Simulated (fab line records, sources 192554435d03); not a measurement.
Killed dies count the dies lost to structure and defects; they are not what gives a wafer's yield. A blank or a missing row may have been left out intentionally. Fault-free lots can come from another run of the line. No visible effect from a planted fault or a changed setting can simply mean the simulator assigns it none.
Split-lot trial / flow n5 finfet / 21 wafers read across 7 lots, on a route 1938 steps long

ON THE SPLIT
At N5_BEOL_M15_ILD_DEP_00 (deposits SiO2 from TEOS/O2, target thk 1629.3 nm, time 346.1 s), the setting time s was moved away from the recipe's 346.1 s on 8 of the 21 wafers read, by -10.4% to +11.8%. The other wafers ran this setting at the recipe's value.

No step appears in the file between the split and the reading.

THE READING
Values of M15_ILD_THK in nm from N5_BEOL_M15_THK_MEAS_01. Typical for fault-free wafers on this fab line: 1632 nm, with standard deviation 22 nm.

wafer=L074.1; tool, chamber at the split=pecvd-02, 2; time s as run, s=312.4; against the recipe=-9.7%; M15_ILD_THK, nm=1491; against lot-mates on the recipe=-169
wafer=L074.3; tool, chamber at the split=pecvd-02, 1; time s as run, s=346.1; against the recipe=recipe; M15_ILD_THK, nm=1660; against lot-mates on the recipe=-
wafer=L074.5; tool, chamber at the split=pecvd-02, 1; time s as run, s=312.4; against the recipe=-9.7%; M15_ILD_THK, nm=1524; against lot-mates on the recipe=-136
wafer=L077.3; tool, chamber at the split=pecvd-04, 0; time s as run, s=346.1; against the recipe=recipe; M15_ILD_THK, nm=1601; against lot-mates on the recipe=-
wafer=L077.4; tool, chamber at the split=pecvd-04, 2; time s as run, s=346.1; against the recipe=recipe; M15_ILD_THK, nm=1639; against lot-mates on the recipe=-
wafer=L077.5; tool, chamber at the split=pecvd-04, 0; time s as run, s=346.1; against the recipe=recipe; M15_ILD_THK, nm=1636; against lot-mates on the recipe=-
wafer=L081.3; tool, chamber at the split=pecvd-04, 0; time s as run, s=386.8; against the recipe=+11.8%; M15_ILD_THK, nm=1799; against lot-mates on the recipe=+169
wafer=L081.5; tool, chamber at the split=pecvd-04, 1; time s as run, s=386.8; against the recipe=+11.8%; M15_ILD_THK, nm=1828; against lot-mates on the recipe=+198
wafer=L081.6; tool, chamber at the split=pecvd-04, 0; time s as run, s=346.1; against the recipe=recipe; M15_ILD_THK, nm=1630; against lot-mates on the recipe=-
wafer=L085.3; tool, chamber at the split=pecvd-04, 0; time s as run, s=346.1; against the recipe=recipe; M15_ILD_THK, nm=1620; against lot-mates on the recipe=-
wafer=L085.4; tool, chamber at the split=pecvd-04, 0; time s as run, s=346.1; against the recipe=recipe; M15_ILD_THK, nm=1657; against lot-mates on the recipe=-
wafer=L085.5; tool, chamber at the split=pecvd-04, 2; time s as run, s=346.1; against the recipe=recipe; M15_ILD_THK, nm=1677; against lot-mates on the recipe=-
wafer=L089.1; tool, chamber at the split=pecvd-02, 2; time s as run, s=371.9; against the recipe=+7.5%; M15_ILD_THK, nm=1749; against lot-mates on the recipe=+104
wafer=L089.3; tool, chamber at the split=pecvd-02, 0; time s as run, s=371.9; against the recipe=+7.5%; M15_ILD_THK, nm=1740; against lot-mates on the recipe=+95
wafer=L089.5; tool, chamber at the split=pecvd-02, 2; time s as run, s=346.1; against the recipe=recipe; M15_ILD_THK, nm=1645; against lot-mates on the recipe=-
wafer=L093.2; tool, chamber at the split=pecvd-02, 2; time s as run, s=346.1; against the recipe=recipe; M15_ILD_THK, nm=1637; against lot-mates on the recipe=-
wafer=L093.5; tool, chamber at the split=pecvd-02, 1; time s as run, s=346.1; against the recipe=recipe; M15_ILD_THK, nm=1675; against lot-mates on the recipe=-
wafer=L093.6; tool, chamber at the split=pecvd-02, 2; time s as run, s=346.1; against the recipe=recipe; M15_ILD_THK, nm=1661; against lot-mates on the recipe=-
wafer=L096.1; tool, chamber at the split=pecvd-04, 1; time s as run, s=346.1; against the recipe=recipe; M15_ILD_THK, nm=1625; against lot-mates on the recipe=-
wafer=L096.2; tool, chamber at the split=pecvd-04, 0; time s as run, s=310; against the recipe=-10.4%; M15_ILD_THK, nm=1464; against lot-mates on the recipe=-161
wafer=L096.5; tool, chamber at the split=pecvd-04, 0; time s as run, s=310; against the recipe=-10.4%; M15_ILD_THK, nm=1503; against lot-mates on the recipe=-122

THE FIT
A straight line over all 21 wafers: M15_ILD_THK changes by +14.5 nm for each +1% of time s; r = +0.98; the points scatter about the line by 20 nm.
The same after taking each lot's own level away (the mean of its wafers on the recipe; 21 wafers): +14.7 nm for each +1%; r = +0.98; scatter 18 nm.
According to that fit, moving time s by its largest amount changes the reading by 1.7e+02 nm.
The lots' own levels span 1625.0 to 1660.0 nm, that is 1.6 times the standard deviation above.
Consequently the slope shifts little with the lot-to-lot level, the two slopes agreeing.
Check: with one of the wafers moved furthest among these (+11.8%) left out of the fit, the line predicts +175 nm for it against its lot-mates. It came out at +169 nm against them.

THESE WAFERS: OTHER SPLITS
Other splits were also applied to these wafers ahead of the reading. Each is held against what the fit with the lots' levels taken away leaves over:
other split on the same wafers=N5_BEOL_M7_ETCH_41 source w; wafers away from the commonest value=12; r with M15_ILD_THK (lot level and that fit taken away)=+0.24
other split on the same wafers=N5_BEOL_M8_ETCH_66 bias w; wafers away from the commonest value=8; r with M15_ILD_THK (lot level and that fit taken away)=+0.27
other split on the same wafers=N5_BEOL_M9_ETCH_66 time s; wafers away from the commonest value=9; r with M15_ILD_THK (lot level and that fit taken away)=+0.09
other split on the same wafers=N5_BEOL_M10_COAT_64 spin rpm; wafers away from the commonest value=5; r with M15_ILD_THK (lot level and that fit taken away)=-0.10
other split on the same wafers=N5_BEOL_M10_EXPOSE_25 dose mj; wafers away from the commonest value=5; r with M15_ILD_THK (lot level and that fit taken away)=-0.13
other split on the same wafers=N5_BEOL_M11_DEP_56 time s; wafers away from the commonest value=10; r with M15_ILD_THK (lot level and that fit taken away)=+0.32
other split on the same wafers=N5_BEOL_M13_ETCH_59 bias w; wafers away from the commonest value=9; r with M15_ILD_THK (lot level and that fit taken away)=+0.00

THE WHOLE CHAIN: every reading that the file lists as answering this split, in the file's order
step=N5_BEOL_M15_ILD_DEP_00; what it does=deposits SiO2 from TEOS/O2, target thk 1629.3 nm, time 346.1 s; reading=SiO2_of_BEOL_M15_ILD_DEP_00.thk nm (the simulator's own value, which no gauge read); change (the file's fit)=+14.8 nm for each +1% of the setting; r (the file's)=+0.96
step=N5_BEOL_M15_THK_MEAS_01; what it does=; reading=M15_ILD_THK; change (the file's fit)=+14.8 for each +1% of the setting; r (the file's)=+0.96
step=N5_BEOL_M15_VIA_ETCH_16; what it does=etches SiO2 in C4F8/O2/Ar, target depth 1792.2 nm; reading=etch.depth nm (the simulator's own value, which no gauge read); change (the file's fit)=+14.8 nm for each +1% of the setting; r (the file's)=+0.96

THE FILE'S OWN FIT
M15_ILD_THK changes by +14.8 nm for each +1% of time s, r = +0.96.
